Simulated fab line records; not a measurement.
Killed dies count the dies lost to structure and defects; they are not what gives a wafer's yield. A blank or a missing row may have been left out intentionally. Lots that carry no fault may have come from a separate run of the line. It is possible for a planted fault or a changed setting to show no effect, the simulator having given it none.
Matching of chambers -- flow nand harc -- 3 sister chambers for NHARC_A_STAIRCASE_DEP_471 on pecvd-02
The step deposits SiO2, target thk 100 nm. 3 wafers are shown with their chamber, then 11 later ones without.

## WAFERS PAIRED WITH THEIR CHAMBERS
wafer,chamber,throttle valve pct (%)
L093.2,1,15.9
L093.3,2,15.0
L095.3,0,16.8

## WAFERS WITH NO CHAMBER GIVEN
wafer,throttle valve pct (%)
L095.5,15.9
L095.6,14.9
L094.1,14.9
L094.3,16.8
L094.5,15.8
L096.1,16.0
L096.2,16.7
L096.3,14.9
L097.2,16.6
L097.3,15.3
L097.5,16.6

## WHICH CHAMBER EACH ONE RAN IN
wafer,from the rows above,in truth
L095.5,1,1
L095.6,2,2
L094.1,2,2
L094.3,0,0
L094.5,1,1
L096.1,1,1
L096.2,0,0
L096.3,2,2
L097.2,0,0
L097.3,2,2
L097.5,0,0
Correct placement for 11 of the 11. Not placeable from these rows: 0. Placed wrongly: 0.
How it was worked out, from the rows above alone: a wafer's distance from a chamber is the root of the sum, over the readings, of the square of ((its reading less the chamber's mean) divided by the reading's scatter). If the next closest chamber is less than 2 further off than the closest, the wafer can't be placed; otherwise it belongs to the closest. For every chamber, the mean is computed from those of its wafers that are shown. The scatter: root of mean squared gap, hidden wafer to nearest shown wafer, with one shown wafer a chamber.
